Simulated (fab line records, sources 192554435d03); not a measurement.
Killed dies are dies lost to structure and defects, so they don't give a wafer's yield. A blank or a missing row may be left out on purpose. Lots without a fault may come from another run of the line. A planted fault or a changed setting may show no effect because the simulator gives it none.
Split-lot experiment | flow n5_finfet | 7 lots, 21 wafers read, on a route of 1938 steps

THE SPLIT
At N5_WELL_APT_COAT_02 (resist thk 950 nm), the setting spin_rpm was moved away from the recipe's 1357 rpm on 10 of the 21 wafers read, by -5.2% to +10.0%. The other wafers ran this setting at the recipe's value.

The reading is taken at the split's own step.

THE READING
coat_of_WELL_APT_COAT_02.thk_nm (the simulator's own value, which no gauge read), in nm, at N5_WELL_APT_COAT_02 (resist thk 950 nm). The file gives no usual value for it. The 11 wafers here that ran the recipe average 950.5 nm, standard deviation 2.8 nm.

wafer  | tool, chamber at the split | spin_rpm as run, rpm | against the recipe | coat_of_WELL_APT_COAT_02.thk_nm, nm | against lot-mates on the recipe
L075.1 | litho_track-01, 0          | 1493                 | +10.0%             | 899.7                               | -44.0
L075.2 | litho_track-01, 0          | 1357                 | recipe             | 943.7                               | -
L075.4 | litho_track-01, 0          | 1493                 | +10.0%             | 903                                 | -40.7
L084.4 | litho_track-04, 0          | 1357                 | recipe             | 952.2                               | -
L084.5 | litho_track-04, 0          | 1357                 | recipe             | 949.9                               | -
L084.6 | litho_track-04, 0          | 1357                 | recipe             | 955                                 | -
L085.1 | litho_track-03, 0          | 1436                 | +5.8%              | 926.1                               | -25.1
L085.3 | litho_track-03, 0          | 1357                 | recipe             | 951.3                               | -
L085.4 | litho_track-03, 0          | 1357                 | recipe             | 951.2                               | -
L089.1 | litho_track-03, 0          | 1357                 | recipe             | 950.9                               | -
L089.4 | litho_track-03, 0          | 1357                 | recipe             | 948.2                               | -
L089.5 | litho_track-03, 0          | 1357                 | recipe             | 952.9                               | -
L090.1 | litho_track-04, 0          | 1434                 | +5.7%              | 926.3                               | -25.3
L090.2 | litho_track-04, 0          | 1357                 | recipe             | 951.6                               | -
L090.3 | litho_track-04, 0          | 1434                 | +5.7%              | 925.8                               | -25.8
L091.1 | litho_track-04, 0          | 1472                 | +8.5%              | 916.4                               | no lot-mate on the recipe
L091.2 | litho_track-04, 0          | 1472                 | +8.5%              | 915                                 | no lot-mate on the recipe
L091.6 | litho_track-04, 0          | 1472                 | +8.5%              | 913.8                               | no lot-mate on the recipe
L097.2 | litho_track-03, 0          | 1287                 | -5.2%              | 977.5                               | +28.4
L097.3 | litho_track-03, 0          | 1287                 | -5.2%              | 975.5                               | +26.4
L097.4 | litho_track-03, 0          | 1357                 | recipe             | 949.1                               | -

THE FIT
A straight line over all 21 wafers: coat_of_WELL_APT_COAT_02.thk_nm changes by -4.6 nm for each +1% of spin_rpm; r = -0.99; the points scatter about the line by 2.9 nm.
The same after taking each lot's own level away (the mean of its wafers on the recipe; 18 wafers): -4.51 nm for each +1%; r = -0.99; scatter 2.1 nm.
On that fit, the largest move of spin_rpm shifts the reading by 45 nm.
The lots' own levels span 943.70 to 952.37 nm, that is 3.1 times the standard deviation above.
So the lot-to-lot level changes the slope little: the two slopes agree.
Check: with one of the wafers moved furthest among these (+10.0%) left out of the fit, the line predicts -44.6 nm for it against its lot-mates. It came out at -44 nm against them.

OTHER SPLITS ON THESE WAFERS
These wafers also went through other splits before the reading. Each is held against what the fit with the lots' levels taken away leaves over:
other split on the same wafers | wafers away from the commonest value | r with coat_of_WELL_APT_COAT_02.thk_nm (lot level and that fit taken away)
N5_ZERO_LAYER_ETCH_18 icp_w    | 10                                   | -0.59

THE FILE'S OWN FIT
coat_of_WELL_APT_COAT_02.thk_nm changes by -4.44 nm for each +1% of spin_rpm, r = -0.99.
